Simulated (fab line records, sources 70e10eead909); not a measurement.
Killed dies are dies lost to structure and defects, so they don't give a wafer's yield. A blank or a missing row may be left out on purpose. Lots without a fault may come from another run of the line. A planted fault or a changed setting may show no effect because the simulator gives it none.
A struck lot beside a sound one | flow nand_harc | 14 steps out of a route of 1302
Sound: wafers L264.1, L264.2, L264.5. Struck: wafers L267.3, L267.4, L267.6. The cause comes at the end.
At each step with rows: each side's tool, then ch and its chambers, then its first start. Under that, the readings that differ: sound wafers | struck wafers | difference of the means | sigmas: that difference in standard deviations of wafers without a fault.
alike: readings whose means differ by less than 2 such deviations, and words and numbers that are the same on both sides. not compared: withheld readings, readings that some wafer has no value for, bounds like >300 that may hide the same value, and numbers for which the record gives no deviation and whose values overlap.
The two part at a step that has a row with sigmas, a row that says differs or no value, or rows on one side only. Numbers that don't overlap but have no deviation are shown without sigmas and don't part them. A reading that every wafer of one side lacks parts them only if that side has two wafers or more.

first, 1 step without rows for these wafers: NHARC_P_M0_SRD_25.
NHARC_P_M0_INSPECT_27:
  sound on defect_inspect-02, day 8 00:02; struck on defect_inspect-02, day 9 00:41
  alike: raw_defect_count
NHARC_P_M0_PRE_CLEAN_31: time 12 s.
  sound on pecvd-03 ch 0,2, day 8 00:06; struck on pecvd-02 ch 1,2, day 9 00:45
  alike: heater_power_w
NHARC_P_M0_DEP_32: deposits SiCN, target thk 30 nm.
  sound on pecvd-03 ch 0,2, day 8 00:11; struck on pecvd-02 ch 1,2, day 9 00:50
  alike: heater_power_w
then, 7 steps without rows for these wafers: NHARC_P_M1_DEP_00 (deposits SiOC, target thk 182.5 nm); NHARC_P_M1_DEHYDRATE_01 (time 120 s); NHARC_P_M1_HMDS_02 (time 30 s); NHARC_P_M1_COAT_34 (time 65 s); NHARC_P_M1_COAT_03 (resist thk 90 nm); NHARC_P_M1_SOFTBAKE_04 (time 55 s); NHARC_P_M1_EBR_05.
NHARC_P_M1_EXPOSE_06: exposes mask P M1, target cd 130 nm.
  sound on arfi_scanner-02 ch 0, day 8 01:17; struck on arfi_scanner-02 ch 0, day 9 01:49
  reading              | sound             | struck            | difference | sigmas
  exposure_dose_mJ_cm2 | 81.71 81.80 81.82 | 80.55 80.69 80.70 | -1.13      | -12
  alike: mask, focus_offset_nm
then, 1 step without rows for these wafers: NHARC_P_M1_PEB_07 (peb time 65 s).
-- the record jumps here: 18 days lie between the struck wafers' starts before and after (it left off in module P_M1 and takes up again in module END, whose first step shown is number 1302 of the route) --
NHARC_END_SORT_01:
  sound on prober-01 ch 0, day 25 23:45; struck on prober-02 ch 0, day 27 11:40
  alike: defect_limited_yield, killed_at_array, killed_at_other, killed_at_periphery, killed_dies, killed_open, killed_short

WHERE THEY PART
Only at NHARC_P_M1_EXPOSE_06, within this record. Later steps at which nothing parts them and some readings are alike: NHARC_END_SORT_01.

WHY: what the simulator had put in
Process parameter drift: arfi_scanner-02, from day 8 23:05 on, at NHARC_P_M1_EXPOSE_06. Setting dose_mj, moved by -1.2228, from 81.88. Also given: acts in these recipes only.
